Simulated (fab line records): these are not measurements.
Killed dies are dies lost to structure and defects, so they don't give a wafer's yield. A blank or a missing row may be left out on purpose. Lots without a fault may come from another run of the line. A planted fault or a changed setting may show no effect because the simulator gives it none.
What tool caused it? ; flow nand_harc ; 7 lots with 21 wafers sampled at 2 steps, on a route of 1302 steps

== WHAT THE GAUGES READ, wafer by wafer ==
NHARC_P_M1_INSPECT_11.
lot;measured;on;raw_defect_count
L814;day 8 07:33;defect_inspect-02;1 3 2
L817;day 9 10:19;defect_inspect-02;7 7 10
L820;day 10 20:23;defect_inspect-02;15 8 8
L822;day 11 14:43;defect_inspect-01;1 4 1
L824;day 12 08:14;defect_inspect-02;9 9 10
L830;day 15 03:47;defect_inspect-02;4 6 7
L832;day 15 23:05;defect_inspect-02;1 6 3

== WHAT TOOL EACH LOT RAN ON (gives the tool, then ch and the chambers of the sampled wafers, and finally the start) ==
lot;NHARC_P_M0_STRIP_18
L814;rie_diel-08 ch 0,1,3, day 8 03:55
L817;rie_diel-01 ch 0,2,3, day 9 06:43
L820;rie_diel-08 ch 0,1,2, day 10 16:46
L822;rie_diel-08 ch 1,2,3, day 11 11:10
L824;rie_diel-08 ch 1,3, day 12 04:46
L830;rie_diel-08 ch 1,3, day 15 00:01
L832;rie_diel-01 ch 0,2,3, day 15 19:35
- NHARC_P_M0_STRIP_18: strips in N2/H2.

== THE ANSWER, worked out from the rows above alone ==
Rule: what is usual is taken from the lots themselves. Put in order of their means at a reading, lots are off if they are a third of the lots or fewer, leave a main group of 4 or more, and stand apart from it by a gap of 3 or more times the standard deviation of the main group's means; of several such gaps the widest counts. The tables above print the reading to a certain number of digits; a main group whose means all agree to those digits is not used. A lot without any number at a reading at which 4 lots or more have one is off too. All remaining lots with rows at the step are treated as sound.
None of the lots is off at any reading shown; this tells nothing.

== WHAT HAD BEEN PUT IN BY THE SIMULATOR ==
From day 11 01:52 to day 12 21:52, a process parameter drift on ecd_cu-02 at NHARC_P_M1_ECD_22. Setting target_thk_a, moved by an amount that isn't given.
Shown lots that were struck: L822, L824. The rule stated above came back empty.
